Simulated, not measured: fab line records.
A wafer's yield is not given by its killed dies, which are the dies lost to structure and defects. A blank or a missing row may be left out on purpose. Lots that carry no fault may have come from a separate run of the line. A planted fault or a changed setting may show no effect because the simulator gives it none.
Matching of chambers :: flow nand_harc :: NHARC_A_STAIRCASE_TRIM_20 on rie_diel-02 has 4 sister chambers
The step chemistry O2, time 211.2 s. 14 wafers are shown with their chamber, then 7 later ones without.

WAFERS PAIRED WITH THEIR CHAMBERS
wafer: L075.4
chamber: 3
showerhead_plenum_p_Torr (Torr): 3.28
oes_product_au (a.u.): 0.994
throttle_valve_pct (%): 17.035

wafer: L075.5
chamber: 2
showerhead_plenum_p_Torr (Torr): 3.45
oes_product_au (a.u.): 1.010
throttle_valve_pct (%): 17.038

wafer: L075.6
chamber: 1
showerhead_plenum_p_Torr (Torr): 3.28
oes_product_au (a.u.): 1.016
throttle_valve_pct (%): 17.043

wafer: L077.1
chamber: 2
showerhead_plenum_p_Torr (Torr): 3.44
oes_product_au (a.u.): 1.001
throttle_valve_pct (%): 17.028

wafer: L077.5
chamber: 3
showerhead_plenum_p_Torr (Torr): 3.28
oes_product_au (a.u.): 0.996
throttle_valve_pct (%): 17.040

wafer: L077.6
chamber: 2
showerhead_plenum_p_Torr (Torr): 3.44
oes_product_au (a.u.): 1.007
throttle_valve_pct (%): 17.042

wafer: L079.1
chamber: 3
showerhead_plenum_p_Torr (Torr): 3.27
oes_product_au (a.u.): 1.001
throttle_valve_pct (%): 17.041

wafer: L079.3
chamber: 2
showerhead_plenum_p_Torr (Torr): 3.44
oes_product_au (a.u.): 1.009
throttle_valve_pct (%): 17.024

wafer: L079.4
chamber: 0
showerhead_plenum_p_Torr (Torr): 3.44
oes_product_au (a.u.): 0.996
throttle_valve_pct (%): 17.043

wafer: L080.3
chamber: 3
showerhead_plenum_p_Torr (Torr): 3.27
oes_product_au (a.u.): 1.003
throttle_valve_pct (%): 17.038

wafer: L080.5
chamber: 1
showerhead_plenum_p_Torr (Torr): 3.28
oes_product_au (a.u.): 1.023
throttle_valve_pct (%): 17.039

wafer: L080.6
chamber: 0
showerhead_plenum_p_Torr (Torr): 3.44
oes_product_au (a.u.): 1.004
throttle_valve_pct (%): 17.056

wafer: L083.1
chamber: 0
showerhead_plenum_p_Torr (Torr): 3.43
oes_product_au (a.u.): 0.990
throttle_valve_pct (%): 17.043

wafer: L083.4
chamber: 3
showerhead_plenum_p_Torr (Torr): 3.27
oes_product_au (a.u.): 1.003
throttle_valve_pct (%): 17.041

SIGNATURES (means of the wafers above)
reading: showerhead_plenum_p_Torr
chamber 0: 3.4367
chamber 1: 3.2800
chamber 2: 3.4425
chamber 3: 3.2740
scatter within a chamber: 0.00512

reading: oes_product_au
chamber 0: 0.99667
chamber 1: 1.01950
chamber 2: 1.00675
chamber 3: 0.99940
scatter within a chamber: 0.00491

reading: throttle_valve_pct
chamber 0: 17.04733
chamber 1: 17.04100
chamber 2: 17.03300
chamber 3: 17.03900
scatter within a chamber: 0.00599
Rule: a wafer lies at a distance from a chamber equal to the root of the sum of squares, over the readings, of (its reading less the chamber's mean, divided by the reading's scatter). If the next closest chamber is less than 2 further off than the closest, the wafer can't be placed; otherwise it belongs to the closest. The scatter: take each reading less its chamber's mean, square it, sum over the shown wafers, divide by the number of wafers less the number of chambers, and take the root.

WAFERS WITHOUT THEIR CHAMBER
wafer: L083.6
showerhead_plenum_p_Torr (Torr): 3.28
oes_product_au (a.u.): 1.002
throttle_valve_pct (%): 17.023

wafer: L084.2
showerhead_plenum_p_Torr (Torr): 3.44
oes_product_au (a.u.): 1.020
throttle_valve_pct (%): 17.028

wafer: L084.4
showerhead_plenum_p_Torr (Torr): 3.27
oes_product_au (a.u.): 1.014
throttle_valve_pct (%): 17.026

wafer: L084.6
showerhead_plenum_p_Torr (Torr): 3.44
oes_product_au (a.u.): 1.009
throttle_valve_pct (%): 17.030

wafer: L086.1
showerhead_plenum_p_Torr (Torr): 3.27
oes_product_au (a.u.): 1.016
throttle_valve_pct (%): 17.022

wafer: L086.4
showerhead_plenum_p_Torr (Torr): 3.43
oes_product_au (a.u.): 1.015
throttle_valve_pct (%): 17.029

wafer: L086.5
showerhead_plenum_p_Torr (Torr): 3.27
oes_product_au (a.u.): 1.020
throttle_valve_pct (%): 17.053

WHICH CHAMBER EACH ONE RAN IN
wafer: L083.6
from the rows above: can't be placed: 3 or 1
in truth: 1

wafer: L084.2
from the rows above: 2
in truth: 2

wafer: L084.4
from the rows above: can't be placed: 1 or 3
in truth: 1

wafer: L084.6
from the rows above: 2
in truth: 2

wafer: L086.1
from the rows above: can't be placed: 1 or 3
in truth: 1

wafer: L086.4
from the rows above: can't be placed: 2 or 0
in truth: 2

wafer: L086.5
from the rows above: 1
in truth: 1
3 of 7 placed correctly. Can't be placed from these rows: 4 (the true chamber is among the candidates in 4). Number placed wrongly: 0.
